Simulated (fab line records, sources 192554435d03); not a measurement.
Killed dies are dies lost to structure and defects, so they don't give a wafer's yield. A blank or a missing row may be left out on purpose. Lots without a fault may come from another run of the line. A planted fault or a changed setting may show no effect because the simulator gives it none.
Which tool did it? | flow n5_finfet | 12 lots, 36 wafers sampled, at 1 step of a route of 1938

WHAT THE GAUGES READ, wafer by wafer
N5_BEOL_M12_INSPECT_12: inspects for defects (macro).
lot  | measured     | on                | raw_defect_count
L077 | day 10 18:49 | defect_inspect-01 | 2 1 2
L075 | day 11 13:10 | defect_inspect-01 | 3 3 2
L080 | day 12 02:07 | defect_inspect-01 | 1 0 2
L081 | day 13 04:20 | defect_inspect-01 | 2 0 4
L082 | day 13 04:51 | defect_inspect-01 | 4 1 4
L085 | day 13 13:42 | defect_inspect-01 | 0 2 2
L087 | day 14 08:40 | defect_inspect-01 | 1 1 3
L089 | day 14 12:40 | defect_inspect-02 | 1 2 4
L091 | day 15 10:38 | defect_inspect-02 | 3 2 3
L093 | day 15 16:09 | defect_inspect-01 | 3 6 1
L095 | day 16 05:16 | defect_inspect-02 | 2 4 3
L097 | day 16 12:55 | defect_inspect-02 | 1 6 1

WHICH TOOL RAN EACH LOT (tool, then ch and the chambers of the sampled wafers, then the start)
The record holds no process step before these readings.

THE ANSWER, worked out from the rows above alone
Rule: what is usual is taken from the lots themselves. Put in order of their means at a reading, lots are off if they are a third of the lots or fewer, leave a main group of 4 or more, and stand apart from it by a gap of 3 or more times the standard deviation of the main group's means; of several such gaps the widest counts. A main group whose means are all the same, to the digits that the tables above print for the reading, isn't used. A lot without any number at a reading at which 4 lots or more have one is off too. The other lots that the step has rows for count as sound.
No lot is off at any reading shown: from this, nothing can be told.

WHAT THE SIMULATOR HAD PUT IN
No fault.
